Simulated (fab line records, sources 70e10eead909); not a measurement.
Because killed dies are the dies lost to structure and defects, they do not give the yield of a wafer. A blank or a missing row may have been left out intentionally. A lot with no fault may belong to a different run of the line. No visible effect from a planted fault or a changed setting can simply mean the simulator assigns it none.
fab line records	flow nand-harc
record: lots: 12	wafers: 36	last-day: 33
route steps=1302 shown P_M2@349 P_BONDPAD@367 END@1302
lots with no fault: from the same line, run without faults
start-h: the number of hours between the record's first day and the start of the first shown wafer of the lot	wait-h: hours from the lot's prior step to this one	" same as the row above	L1.1+2: a single row standing in for several wafers	- no value present, or no start provided	* or withheld: withheld	< > ~ a bound
route shown NAME@n: a module of which the file shows steps, and the number in the route of the first	usual: mean and standard deviation over wafers with no fault	same: alike in all rows	chamber/n: place in a boat	sites: each site's reading	_std_site: the standard deviation of these	_edge_site: inner sites' mean taken away from outer sites' mean	radius-mm: for every site, how far away it sits from the centre of the wafer	mask NAME#n: copy n	behind: tool/chamber where the wafer was last shaped	hold: cause of the lot's hold/its duration in hours/its outcome	device: which transistor (n, p or np) failed to switch	end of line: tests of these same wafers at the route's end	a step without rows: its recipe alone	killed: not the wafer's yield, but the dies lost to structure and defects at the first sort	map: shows each die of a wafer: x if killed, . if not, _ if none is there
set.NAME: the setting as run; set.NAME@STEP: as run at that earlier step	model.NAME: the simulator's own value behind a step, which no gauge read
route steps across a sampled set of lots; one table per step, one row per wafer
services: the hour from which a tool's chamber was out of use, counted from the record's first day as start-h (under 0 if before that day), plus the number of hours and why
== steps ==
step: NHARC_P_M2_PRE_CLEAN_32
recipe: time-s: 12	temp-c: 370	rf-power-w: 300	gas: NH3
usual: heater-power-w: 676/88
lot.wafer	tool	chamber	start-h	wait-h	heater-power-w
L554.3	pecvd-03	2	162.27	0.1	764
L554.2	"	0	"	"	632
L554.6	"	1	"	"	666
L562.1	pecvd-01	2	243.55	0.1	641
L562.2	"	2	"	"	632
L562.3	"	2	"	"	633
L561.3	pecvd-04	1	243.71	0.1	582
L561.2	"	0	"	"	598
L561.5	"	0	"	"	592
L563.3	pecvd-04	2	254.31	0.1	534
L563.5	"	1	"	"	533
L563.6	"	2	"	"	532
L564.1	pecvd-01	0	275.97	0.1	877
L564.2	"	1	"	"	659
L564.6	"	1	"	"	644
L566.1	pecvd-01	2	286.96	0.1	721
L566.3	"	1	"	"	593
L566.6	"	2	"	"	730
L567.1	pecvd-01	2	294.06	0.1	674
L567.3	"	0	"	"	817
L567.5	"	0	"	"	817
L568.3	pecvd-01	2	305.21	0.1	699
L568.6	"	1	"	"	639
L568.4	"	2	"	"	694
L570.2	pecvd-03	2	317.08	0.1	747
L570.3	"	0	"	"	650
L570.1	"	1	"	"	676
L571.2	pecvd-03	2	327.59	0.1	675
L571.1	"	1	"	"	595
L571.4	"	0	"	"	592
L573.2	pecvd-04	0	355.35	0.1	652
L573.1	"	1	"	"	621
L573.6	"	0	"	"	650
L574.2	pecvd-01	0	363.26	0.1	882
L574.3	"	1	"	"	665
L574.6	"	0	"	"	863
step: NHARC_P_BONDPAD_DESCUM_11
recipe: time-s: 3	o2-flow-sccm: 200	ar-flow-sccm: 0	bias-power-w: 0	chemistry: O2
usual: drypump-motor-current-A: 5.7/0.38	oes-product-au: 1.002/0.011	rf-vpp-V: 57.8/0.87	showerhead-plenum-p-Torr: 1.90/0.079	throttle-valve-pct: 11.313/0.0087
lot.wafer	tool	chamber	start-h	wait-h	drypump-motor-current-A	oes-product-au	rf-hours-counter-h	rf-vpp-V	showerhead-plenum-p-Torr	throttle-valve-pct
L554.3	rie-diel-02	2	164.08	-	5.4	1.000	2.2	58.5	1.85	11.307
L554.2	"	0	"	"	5.5	1.016	2.0	57.1	1.99	11.308
L554.6	"	2	"	"	5.4	1.002	-	58.3	1.85	11.303
L561.2	rie-diel-07	2	245.64	-	5.2	1.006	7.0	57.4	1.91	11.313
L561.3	"	0	"	"	6.0	0.981	6.6	57.7	1.85	11.306
L561.5	"	3	"	"	5.7	0.997	-	57.3	1.80	11.305
L562.1	rie-diel-07	0	246.14	-	6.0	0.970	6.7	56.9	1.85	11.287
L562.2	"	1	"	"	6.3	0.989	6.8	58.9	2.06	11.313
L562.3	"	3	"	"	5.7	0.990	7.0	57.3	1.81	11.312
L563.3	rie-diel-02	0	256.19	-	5.4	1.008	0.9	56.8	1.99	11.316
L563.6	"	0	"	"	5.5	1.005	-	59.4	1.99	11.302
L563.5	"	1	"	"	6.1	0.988	-	56.1	1.80	11.315
L564.1	rie-diel-02	3	277.93	-	5.6	1.006	1.5	58.1	1.94	11.303
L564.2	"	1	"	"	6.1	0.993	1.4	55.7	1.79	11.312
L564.6	"	3	"	"	5.5	1.013	-	58.3	1.94	11.301
L566.3	rie-diel-02	0	289.19	-	5.5	1.012	1.9	58.8	1.99	11.313
L566.1	"	1	"	"	6.1	0.996	2.0	57.5	1.79	11.316
L566.6	"	1	"	"	6.1	0.994	-	57.6	1.79	11.309
L567.3	rie-diel-02	1	295.99	-	6.1	0.997	2.4	58.0	1.79	11.323
L567.1	"	0	"	"	5.5	1.006	2.2	56.9	1.99	11.311
L567.5	"	2	"	"	5.4	0.998	-	59.4	1.85	11.304
L568.4	rie-diel-02	0	307.11	-	5.5	1.014	2.9	58.1	1.99	11.306
L568.3	"	2	"	"	5.4	0.997	3.4	58.3	1.85	11.314
L568.6	"	1	"	"	6.1	0.997	-	58.0	1.79	11.291
L570.1	rie-diel-02	3	320.03	-	5.6	1.000	3.3	57.8	1.94	11.325
L570.3	"	0	"	"	5.5	1.010	3.1	57.1	1.99	11.322
L570.2	"	2	"	"	5.5	0.997	3.5	57.0	1.85	11.321
L571.1	rie-diel-07	1	329.54	-	6.3	0.994	1.9	59.1	2.06	11.314
L571.4	"	2	"	"	5.2	0.995	2.4	57.2	1.91	11.317
L571.2	"	3	"	"	5.7	0.999	2.5	57.7	1.80	11.328
L573.1	rie-diel-02	3	357.13	-	5.6	1.018	4.1	58.4	1.94	11.318
L573.2	"	1	"	"	6.1	0.984	4.5	57.7	1.79	11.304
L573.6	"	3	"	"	5.6	1.021	-	56.8	1.94	11.303
L574.2	rie-diel-07	0	365.06	-	6.0	0.978	3.5	57.9	1.85	11.298
L574.3	"	2	"	"	5.2	0.999	3.6	57.5	1.91	11.310
L574.6	"	0	"	"	6.0	0.990	-	57.7	1.85	11.306
step: NHARC_P_BONDPAD_ETCH_12
recipe: target-depth-a: 2000	time-s: 100	chf3-flow-sccm: 50	o2-flow-sccm: 10	ar-flow-sccm: 200	rf-w: 500	bias-w: 200	chemistry: CHF3/O2
usual: drypump-motor-current-A: 5.7/0.37	oes-product-au: 0.939/0.022	rf-vpp-V: 370.3/2.1	run-length-s: 121.2/0.42	showerhead-plenum-p-Torr: 2.39/0.094	throttle-valve-pct: 20.573/0.01
lot.wafer	tool	chamber	start-h	wait-h	drypump-motor-current-A	oes-product-au	rf-hours-counter-h	rf-vpp-V	run-length-s	showerhead-plenum-p-Torr	throttle-valve-pct
L554.2	rie-diel-02	3	164.26	-	5.6	0.962	2.1	371.0	121.6	2.44	20.577
L554.3	"	1	"	"	6.1	0.968	2.3	367.6	120.3	2.26	20.566
L554.6	"	3	"	"	5.6	0.972	-	371.3	121.5	2.44	20.565
L561.2	rie-diel-07	0	245.82	-	6.0	0.918	6.6	370.2	95.8	2.32	20.562
L561.3	"	1	"	"	6.3	0.925	6.8	374.1	95.7	2.57	20.582
L561.5	"	1	"	"	6.3	0.919	-	373.6	96.0	2.57	20.571
L562.2	rie-diel-07	2	246.33	-	5.2	0.924	7.2	369.4	95.7	2.40	20.544
L562.1	"	3	"	"	5.7	0.923	7.0	370.2	95.9	2.27	20.571
L562.3	"	0	"	"	6.0	0.902	6.7	369.6	96.0	2.32	20.569
L563.3	rie-diel-02	2	256.36	-	5.4	0.923	0.9	370.2	121.2	2.33	20.579
L563.6	"	2	"	"	5.4	0.919	-	369.2	121.2	2.33	20.584
L563.5	"	3	"	"	5.6	0.935	-	370.8	121.2	2.43	20.554
L564.1	rie-diel-02	2	278.11	-	5.4	0.907	1.5	369.0	121.1	2.33	20.581
L564.2	"	1	"	"	6.1	0.919	1.4	365.5	120.6	2.26	20.566
L564.6	"	3	"	"	5.6	0.931	-	371.5	121.4	2.43	20.572
L566.1	rie-diel-02	3	289.37	-	5.6	0.984	2.0	371.7	121.3	2.43	20.573
L566.3	"	1	"	"	6.1	0.954	2.0	367.1	120.5	2.26	20.590
L566.6	"	0	"	"	5.5	0.973	-	373.1	120.8	2.49	20.573
L567.1	rie-diel-02	3	296.17	-	5.6	0.983	2.4	370.9	121.6	2.43	20.583
L567.3	"	1	"	"	6.1	0.971	2.5	367.3	120.7	2.26	20.571
L567.5	"	3	"	"	5.6	0.984	-	370.5	121.5	2.43	20.589
L568.4	rie-diel-02	2	307.29	-	5.4	0.920	3.4	370.8	121.8	2.33	20.579
L568.3	"	0	"	"	5.5	0.935	2.9	372.5	121.0	2.49	20.561
L568.6	"	1	"	"	6.1	0.923	-	367.2	120.5	2.26	20.553
L570.1	rie-diel-02	1	320.21	-	6.1	0.971	3.4	367.0	120.4	2.26	20.564
L570.2	"	2	"	"	5.4	0.967	3.6	369.9	121.4	2.33	20.567
L570.3	"	0	"	"	5.5	0.967	3.2	373.6	120.7	2.49	20.585
L571.1	rie-diel-07	2	329.72	-	5.2	0.928	2.4	369.9	121.2	2.40	20.563
L571.4	"	3	"	"	5.7	0.921	2.6	367.9	121.5	2.27	20.576
L571.2	"	0	"	"	6.0	0.919	2.1	369.0	121.7	2.32	20.548
L573.2	rie-diel-02	1	357.31	-	6.1	0.923	4.5	368.9	120.7	2.26	20.551
L573.1	"	3	"	"	5.6	0.926	4.2	371.1	121.9	2.43	20.578
L573.6	"	2	"	"	5.4	0.924	-	368.5	122.0	2.33	20.583
L574.3	rie-diel-07	3	365.25	-	5.6	0.922	3.9	367.8	121.9	2.27	20.567
L574.2	"	0	"	"	5.9	0.908	3.6	367.6	121.2	2.32	20.574
L574.6	"	2	"	"	5.2	0.933	-	369.0	120.8	2.40	20.548
step: NHARC_P_BONDPAD_DEGAS_25
recipe: temp-c: 300	time-s: 60
usual: heater-power-w: 460/41
lot.wafer	tool	chamber	start-h	wait-h	heater-power-w
L554.3	pvd-sputter-02	-	165.01	-	424
L554.2	"	-	"	"	387
L554.6	"	-	"	"	426
L561.2	pvd-sputter-01	-	246.58	-	472
L561.3	"	-	"	"	515
L561.5	"	-	"	"	425
L562.2	pvd-sputter-02	-	247.08	-	470
L562.3	"	-	"	"	482
L562.1	"	-	"	"	423
L563.3	pvd-sputter-03	-	257.14	-	442
L563.5	"	-	"	"	499
L563.6	"	-	"	"	430
L564.1	pvd-sputter-02	-	278.87	-	416
L564.2	"	-	"	"	464
L564.6	"	-	"	"	479
L566.3	pvd-sputter-01	-	290.17	-	423
L566.1	"	-	"	"	467
L566.6	"	-	"	"	477
L567.3	pvd-sputter-01	-	296.98	-	425
L567.1	"	-	"	"	515
L567.5	"	-	"	"	434
L568.4	pvd-sputter-01	-	308.04	-	424
L568.3	"	-	"	"	530
L568.6	"	-	"	"	474
L570.3	pvd-sputter-02	-	320.96	-	424
L570.1	"	-	"	"	394
L570.2	"	-	"	"	471
L571.2	pvd-sputter-02	-	330.47	-	468
L571.4	"	-	"	"	422
L571.1	"	-	"	"	392
L573.2	pvd-sputter-01	-	358.07	-	431
L573.1	"	-	"	"	474
L573.6	"	-	"	"	431
L574.3	pvd-sputter-01	-	366.01	-	517
L574.2	"	-	"	"	415
L574.6	"	-	"	"	482
step: NHARC_END_SORT_01
recipe: temp-c: 25
usual: defect-limited-yield: 91.1/2.9	killed-at-array: 55/20	killed-at-other: 1.1/1.2	killed-at-periphery: 3.8/2.8	killed-dies: 60/19	killed-open: 3.4/1.9	killed-short: 2.2/1.5
same: gross-dies: 677
lot.wafer	tool	chamber	start-h	wait-h	defect-limited-yield[%]	killed-at-array	killed-at-other	killed-at-periphery	killed-dies	killed-open	killed-short
L562.1	prober-02	0	662.90	2.5	0	58	1	618	677	3	4
L562.2	prober-02	0	663.70	2.8	0	52	1	624	677	1	3
L562.3	prober-02	0	664.49	3.1	0	46	2	629	677	6	4
L561.2	prober-02	0	683.77	2.8	0	37	0	640	677	4	2
L561.3	prober-02	0	684.58	3.1	0	31	1	645	677	5	0
L561.5	prober-02	0	686.20	3.7	0	49	1	627	677	6	4
L563.3	prober-01	0	693.82	3.1	95.9	26	1	1	28	3	3
L563.5	prober-01	0	695.41	3.7	96.6	21	0	2	23	4	3
L563.6	prober-01	0	696.20	4.0	96.3	20	0	5	25	2	1
L568.3	prober-01	0	737.10	3.1	89.5	59	2	10	71	3	6
L568.4	prober-01	0	737.90	3.4	91.7	45	2	9	56	1	4
L568.6	prober-01	0	739.51	4.0	92.5	42	3	6	51	3	1
killed by level:class
L562.1 P_BONDPAD:area-etch=615 A_CHANNEL_HOLE_D1:chamber-film-flake=34 A_CONTACT:chamber-film-flake=7 A_STAIRCASE:chamber-film-flake=6 A_SLIT:chamber-film-flake=2 P_M0:geometric-particle:short=1 A_DECK1_JOINT:geometric-particle:short=1 A_CHANNEL_FILL_D2:geometric-particle:short=1
L562.2 P_BONDPAD:area-etch=618 A_CHANNEL_HOLE_D1:chamber-film-flake=29 A_CONTACT:chamber-film-flake=11 P_STI:chamber-film-flake=4 A_STAIRCASE:chamber-film-flake=4 A_WL_FILL:geometric-particle:short=2 A_M0:chamber-film-flake=2 A_CHANNEL_HOLE_D2:chamber-film-flake=2
L562.3 P_BONDPAD:area-etch=619 A_CHANNEL_HOLE_D1:chamber-film-flake=25 A_STAIRCASE:chamber-film-flake=9 P_STI:chamber-film-flake=6 A_CONTACT:chamber-film-flake=5 P_M0:geometric-particle:open=2 THIN_TSV:chamber-film-flake=2 P_M1:geometric-particle:open=1
L561.2 P_BONDPAD:area-etch=635 A_CHANNEL_HOLE_D2:chamber-film-flake=13 A_CHANNEL_HOLE_D1:chamber-film-flake=6 A_STAIRCASE:chamber-film-flake=6 A_CONTACT:chamber-film-flake=4 P_GATE:chamber-film-flake=3 A_SLIT:chamber-film-flake=2 A_WL_FILL:chamber-film-flake=2
L561.3 P_BONDPAD:area-etch=642 A_CHANNEL_HOLE_D2:chamber-film-flake=16 A_CONTACT:chamber-film-flake=4 P_GATE:chamber-film-flake=2 A_CHANNEL_HOLE_D1:chamber-film-flake=2 A_STAIRCASE:chamber-film-flake=2 A_WL_FILL:chamber-film-flake=2 P_M0:geometric-particle:open=1
L561.5 P_BONDPAD:area-etch=622 A_CHANNEL_HOLE_D2:chamber-film-flake=14 A_BONDPAD:chamber-film-flake=7 A_CHANNEL_HOLE_D1:chamber-film-flake=5 A_SLIT:chamber-film-flake=5 A_ONON_D2:geometric-particle:open=3 P_GATE:chamber-film-flake=3 A_STAIRCASE:chamber-film-flake=3
L563.3 A_CHANNEL_HOLE_D1:chamber-film-flake=6 A_CONTACT:chamber-film-flake=6 A_SLIT:chamber-film-flake=4 A_STAIRCASE:chamber-film-flake=2 P_M1:geometric-particle:short=1 A_ONON_D2:geometric-particle:short=1 A_CHANNEL_FILL_D2:geometric-particle:open=1 A_SGD_CUT:geometric-particle:short=1
L563.5 A_CHANNEL_HOLE_D1:chamber-film-flake=5 A_CONTACT:chamber-film-flake=5 A_STAIRCASE:chamber-film-flake=4 P_GATE:geometric-particle:open=1 P_M2:geometric-particle:open=1 A_ONON_D1:geometric-particle:short=1 A_ONON_D1:geometric-particle:open=1 A_CHANNEL_HOLE_D1:geometric-particle:short=1
L563.6 A_CHANNEL_HOLE_D1:chamber-film-flake=5 A_STAIRCASE:chamber-film-flake=5 A_SLIT:chamber-film-flake=3 P_CONTACT:chamber-film-flake=2 A_CHANNEL_HOLE_D2:chamber-film-flake=2 A_CHANNEL_FILL_D2:chamber-film-flake=2 P_GATE:geometric-particle:open=1 A_ONON_D1:geometric-particle:short=1
L568.3 A_CHANNEL_HOLE_D1:chamber-film-flake=36 A_SLIT:chamber-film-flake=8 A_CONTACT:chamber-film-flake=5 P_ZERO_WELL:chamber-film-flake=2 P_STI:chamber-film-flake=2 P_CONTACT:chamber-film-flake=2 A_WL_FILL:chamber-film-flake=2 THIN_TSV:chamber-film-flake=2
L568.4 A_CHANNEL_HOLE_D1:chamber-film-flake=27 A_SLIT:chamber-film-flake=7 P_ZERO_WELL:chamber-film-flake=4 A_CONTACT:chamber-film-flake=4 P_GATE:chamber-film-flake=3 A_WL_FILL:geometric-particle:short=2 THIN_TSV:chamber-film-flake=2 A_ONON_D1:geometric-particle:short=1
L568.6 A_CHANNEL_HOLE_D1:chamber-film-flake=30 A_SLIT:chamber-film-flake=7 P_GATE:chamber-film-flake=2 P_BONDPAD:chamber-film-flake=2 A_WL_FILL:chamber-film-flake=2 THIN_TSV:chamber-film-flake=2 P_M0:geometric-particle:open=1 A_ONON_D1:geometric-particle:open=1
== services ==
tool	chamber	start-h	hours	kind
rie-diel-07	-	143.23	1.0	repair
pecvd-01	-	153.76	1.5	repair
pvd-sputter-01	-	157.24	1.8	repair
pecvd-01	-	162.05	0.3	repair
pvd-sputter-01	-	168.93	4.1	repair
rie-diel-02	0	174.63	1.2	repair
pecvd-03	-	185.00	13.0	pm
rie-diel-02	-	186.42	0.4	repair
rie-diel-07	2	192.85	3.8	repair
rie-diel-02	-	216.70	9.0	pm
pvd-sputter-01	-	223.04	2.9	repair
pvd-sputter-01	-	226.67	10.0	pm
pecvd-01	1	227.25	32.9	repair
rie-diel-07	1	229.72	6.6	repair
pecvd-01	0	242.97	6.8	repair
pecvd-04	-	269.63	13.0	pm
pvd-sputter-02	-	269.72	1.4	repair
pecvd-03	-	279.55	16.2	repair
pvd-sputter-02	-	282.96	10.0	pm
pecvd-01	0	285.23	3.5	repair
rie-diel-07	-	294.20	9.0	pm
pecvd-01	-	311.00	13.0	pm
pecvd-04	0	323.30	14.9	repair
rie-diel-02	1	331.10	1.5	repair
== key ==
first-sign: step: NHARC_P_BONDPAD_ETCH_12	reading: run-length-s	direction: down	sigmas: 60	usual: *	struck: *
effect: step: NHARC_END_SORT_01	reading: killed-at-periphery	direction: up	sigmas: 99+	usual: 3.8	struck: 630.5
more-kills-born-at: NHARC_P_BONDPAD_ETCH_12@rie-diel-07: 3751
met-at NHARC_P_BONDPAD_ETCH_12
struck-lots L561,L562
later-rows-left-out L561.2,L561.3,L561.5,L562.1,L562.2,L562.3
not-acting-at NHARC_P_M2_PRE_CLEAN_32,NHARC_P_BONDPAD_DESCUM_11,NHARC_P_BONDPAD_DEGAS_25
fault: kind: process-parameter-drift	tool: rie-diel-07	chamber: -	onset-h: 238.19	steps: NHARC_P_BONDPAD_ETCH_12	channel: time-s	offset: *	shape: step	end-h: 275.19	acts-in: *	stated: *
later-rows-left-out: the simulator's readings of these wafers behind a module that went badly wrong aren't trusted and aren't shown, but for the sort
